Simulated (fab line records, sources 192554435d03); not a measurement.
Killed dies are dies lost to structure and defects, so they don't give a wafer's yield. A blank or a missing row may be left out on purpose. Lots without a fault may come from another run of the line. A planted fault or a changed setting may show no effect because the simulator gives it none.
fab line records | flow n5_finfet | part 2 of 2: steps 22 to 29 of 29
record lots=5 wafers=15 last_day=18
route steps=1938 shown BEOL_M3@995 BEOL_M4@1021
lots that met no fault: from a run of the same line without faults
start_h: hours from the record's first day to the start of the lot's first wafer shown | wait_h: hours since the lot's step before | " the same as in the row above | L1.1+2: a row that stands for several wafers | - no value, or no start given | * or withheld: withheld | < > ~ a bound
route shown NAME@n: a module of which the file shows steps, and the number in the route of the first | usual: mean/standard deviation of fault-free wafers | same: alike in all rows | chamber/n: place in a boat | sites: the reading at each site | _std_site: their standard deviation | _edge_site: outer sites' mean less inner sites' | radius_mm: how far each site lies from the wafer's centre | mask NAME#n: copy n | behind: the tool/chamber that last shaped the wafer | hold: why the lot was held/for how many hours/how that ended | device: the transistor (n, p or np) that didn't switch | end of line: the same wafers' tests at the end of the route | a step without rows: its recipe alone | killed: dies lost to structure and defects at the first sort, not the wafer's yield | map: a wafer's dies, x killed, . not, _ none there
set.NAME: the setting as run; set.NAME@STEP: as run at that earlier step | model.NAME: the simulator's own value behind a step, which no gauge read
lots at some steps of the route; a table a step, a row a wafer
services: from which hour (start_h, from the record's first day; less than 0 if before it) a tool's chamber was out of use, for how many hours, and why
## steps
# step N5_BEOL_M3_CO_CAP_55
# recipe material=Co target_thk_a=20 temp_c=200 precursor=CCTBA/H2 pressure_torr=30 time_s=102.1
# usual heater_power_outer_w=134/17 heater_power_w=261/33
# columns lot.wafer tool chamber start_h wait_h heater_power_outer_w heater_power_w
L074.2 cvd_co-02 1 153.36 0.0 138 248
L074.4 " 1 " " 142 257
L074.5 " 2 " " 161 299
L075.2 cvd_co-01 2 174.08 0.0 122 231
L075.5 " 0 " " 124 227
L075.6 " 1 " " 148 305
L079.2 cvd_co-01 2 190.15 0.0 123 235
L079.5 " 1 " " 146 306
L079.6 " 2 " " 117 228
L096.2 cvd_co-02 2 292.48 0.0 160 296
L096.3 " 2 " " 161 301
L096.4 " 1 " " 136 257
L095.1 cvd_co-01 1 298.03 0.0 149 307
L095.3 " 0 " " 122 229
L095.5 " 2 " " 121 231
# step N5_BEOL_M3_PRE_CLEAN_56
# recipe gas=NH3 time_s=15 temp_c=withheld rf_power_w=300
# columns lot.wafer tool chamber start_h wait_h
L074.2+4+5 pecvd-04 1,0,2 153.46 0.1
L075.2+5+6 pecvd-03 0,1,2 174.17 0.1
L079.2+5+6 pecvd-04 0,0,1 190.24 0.1
L096.2+3+4 pecvd-03 2,0,2 292.61 0.1
L095.1+3+5 pecvd-04 1,1,0 298.12 0.1
# step N5_BEOL_M3_DEP_57
# recipe material=SiCN target_thk_a=80 temp_c=withheld precursor=3MS/NH3 pressure_torr=3 rf_w=202 time_s=14
# usual showerhead_plenum_p_Torr=3.663/0.008 showerhead_vpp_V=863/39 throttle_valve_pct=8.9/0.49
# columns lot.wafer tool chamber start_h wait_h showerhead_plenum_p_Torr showerhead_vpp_V throttle_valve_pct
L074.2 pecvd-04 1 153.48 0.0 3.660 849 8.9
L074.4 " 0 " " 3.654 890 9.6
L074.5 " 2 " " 3.661 879 8.4
L075.2 pecvd-03 0 174.19 0.0 3.646 777 9.6
L075.5 " 1 " " 3.666 931 8.8
L075.6 " 2 " " 3.670 865 8.2
L079.2 pecvd-04 0 190.26 0.0 3.667 878 9.4
L079.5 " 0 " " 3.658 880 9.7
L079.6 " 1 " " 3.664 863 8.8
L096.2 pecvd-03 2 292.64 0.0 3.673 870 8.2
L096.3 " 0 " " 3.669 779 9.6
L096.4 " 2 " " 3.675 866 8.7
L095.1 pecvd-04 1 298.16 0.0 3.660 851 8.9
L095.3 " 1 " " 3.656 878 8.9
L095.5 " 0 " " 3.664 887 9.5
# step N5_BEOL_M3_RS_MEAS_58
# recipe thk_meas_gauge=four-point-probe reads=Co_of_BEOL_M3_CO_CAP_55+Cu_of_BEOL_M3_ECD_50+Co_of_BEOL_M3_CVD_47+TaN_of_BEOL_M3_ALD_84
# usual M3_RS=0.67/0.036
# columns lot.wafer tool chamber start_h wait_h M3_RS[ohm/sq]
L074.2 film_metro-01 - 153.55 0.1 0.65
L074.4 " - " " 0.67
L074.5 " - " " 0.70
L075.2 film_metro-02 - 174.26 0.1 0.70
L075.5 " - " " 0.64
L075.6 " - " " 0.74
L079.2 film_metro-02 - 190.33 0.1 0.70
L079.5 " - " " 0.67
L079.6 " - " " 0.68
L096.2 film_metro-01 - 292.74 0.1 0.63
L096.3 " - " " 0.64
L096.4 " - " " 0.68
L095.1 film_metro-01 - 298.24 0.1 0.71
L095.3 " - " " 0.69
L095.5 " - " " 0.68
# step N5_BEOL_M3_INSPECT_59
# recipe inspect_instrument=darkfield mode=post_dep
# usual raw_defect_count=72/31
# columns lot.wafer tool chamber start_h wait_h raw_defect_count
L074.2 defect_inspect-01 - 153.57 0.0 92
L074.4 " - " " 73
L074.5 " - " " 117
L075.2 defect_inspect-01 - 174.29 0.0 34
L075.5 " - " " 27
L075.6 " - " " 46
L079.2 defect_inspect-02 - 190.36 0.0 175
L079.5 " - " " 101
L079.6 " - " " 285
L096.2 defect_inspect-01 - 292.77 0.0 89
L096.3 " - " " 45
L096.4 " - " " 55
L095.1 defect_inspect-02 - 298.27 0.0 90
L095.3 " - " " 84
L095.5 " - " " 50
# step N5_BEOL_M4_ILD_DEP_00
# recipe material=SiOC target_thk_a=790 temp_c=350 precursor=DEMS/O2 pressure_torr=5 rf_w=500 time_s=15.3
# usual heater_power_outer_w=254/47 heater_power_w=468/79 showerhead_plenum_p_Torr=5.691/0.016 showerhead_vpp_V=1339/66 throttle_valve_pct=12.1/0.89
# columns lot.wafer tool chamber start_h wait_h heater_power_outer_w heater_power_w showerhead_plenum_p_Torr showerhead_vpp_V throttle_valve_pct
L074.2 pecvd-02 0 153.61 0.0 239 461 5.693 1413 12.3
L074.4 " 2 " " 250 459 5.700 1382 11.2
L074.5 " 1 " " 278 530 5.690 1322 11.1
L075.2 pecvd-02 0 174.32 0.0 275 497 5.696 1409 12.4
L075.5 " 1 " " 249 477 5.679 1298 11.1
L075.6 " 0 " " 273 496 5.702 1397 12.2
L079.2 pecvd-01 2 190.39 0.0 283 487 5.714 1371 12.1
L079.5 " 1 " " 308 537 5.678 1332 13.9
L079.6 " 2 " " 290 491 5.705 1390 12.0
L096.2 pecvd-01 2 292.86 0.1 283 497 5.718 1365 12.0
L096.3 " 0 " " 257 496 5.671 1294 11.7
L096.4 " 0 " " 257 484 5.688 1298 11.8
L095.1 pecvd-01 1 298.31 0.0 317 552 5.680 1342 14.2
L095.3 " 0 " " 249 467 5.672 1283 11.9
L095.5 " 1 " " 235 431 5.659 1317 14.2
# step N5_BEOL_M4_THK_MEAS_01
# recipe reads=SiOC_of_BEOL_M4_ILD_DEP_00
# usual M4_ILD_THK=78.9/1.1
# columns lot.wafer tool chamber start_h wait_h M4_ILD_THK[nm]
L074.2 film_metro-02 - 153.68 0.1 78.7
L074.4 " - " " 79.9
L074.5 " - " " 80.0
L075.2 film_metro-01 - 174.39 0.1 77.6
L075.5 " - " " 79.1
L075.6 " - " " 78.6
L079.2 film_metro-01 - 190.46 0.1 78.6
L079.5 " - " " 80.0
L079.6 " - " " 80.0
L096.2 film_metro-02 - 292.92 0.1 79.9
L096.3 " - " " 79.6
L096.4 " - " " 81.7
L095.1 film_metro-01 - 298.37 0.0 80.0
L095.3 " - " " 79.3
L095.5 " - " " 80.6
# step N5_BEOL_M4_PECVD_72
# recipe material=SiO2 target_thk_a=160 temp_c=400 precursor=TEOS/O2 pressure_torr=5.5 rf_w=450 teos_flow_sccm=53.8 gas=O2 flow_sccm=3000 time_s=18
# usual heater_power_outer_w=406/77 heater_power_w=678/130 showerhead_plenum_p_Torr=8.77/0.056 showerhead_vpp_V=1276/66 throttle_valve_pct=22.5/1.5
# columns lot.wafer tool chamber start_h wait_h heater_power_outer_w heater_power_w showerhead_plenum_p_Torr showerhead_vpp_V throttle_valve_pct
L074.2 pecvd-02 2 153.71 0.0 410 699 8.80 1303 21.2
L074.4 " 0 " " 361 640 8.80 1329 22.8
L074.5 " 2 " " 413 702 8.81 1277 21.0
L075.2 pecvd-03 0 174.43 0.0 490 838 8.73 1152 23.5
L075.5 " 2 " " 285 478 8.82 1325 20.9
L075.6 " 1 " " 347 562 8.74 1380 22.1
L079.2 pecvd-01 1 190.50 0.0 468 775 8.73 1251 26.1
L079.5 " 0 " " 356 632 8.70 1222 21.6
L079.6 " 2 " " 360 587 8.88 1284 22.5
L096.2 pecvd-01 2 292.96 0.0 476 741 8.90 1307 22.8
L096.3 " 1 " " 518 813 8.72 1255 26.0
L096.4 " 2 " " 464 758 8.92 1301 22.7
L095.1 pecvd-02 1 298.41 0.0 411 717 8.78 1243 21.0
L095.3 " 0 " " 349 617 8.81 1340 23.1
L095.5 " 0 " " 355 614 8.78 1306 22.9
## services
# columns tool chamber start_h hours kind
ecd_cu-02 - 137.26 0.3 repair
ecd_cu-02 - 141.29 2.1 repair
pecvd-03 - 142.42 14.6 pm
pvd_sputter-03 - 144.93 4.2 repair
ecd_cu-02 - 148.75 1.6 repair
cmp-04 - 153.99 1.2 repair
cmp-04 - 158.51 4.0 pm
cmp-04 - 162.88 7.6 repair
pvd_sputter-03 - 178.36 1.0 repair
cvd_co-02 - 195.30 6.0 pm
pecvd-03 2 209.24 13.2 repair
pecvd-04 0 214.44 25.6 repair
cvd_co-02 - 215.45 1.5 repair
pecvd-02 2 223.44 4.2 repair
cvd_co-02 1 240.53 10.1 repair
pecvd-04 2 242.61 6.9 repair
pecvd-01 - 255.82 1.6 repair
pecvd-03 1 260.12 40.9 repair
pecvd-03 - 276.82 6.0 pm
pecvd-04 2 289.93 9.3 repair
cvd_co-02 0 290.57 66.4 repair
pecvd-02 - 292.26 5.5 pm
cvd_co-01 - 298.11 6.9 pm
pecvd-03 - 298.20 0.8 repair
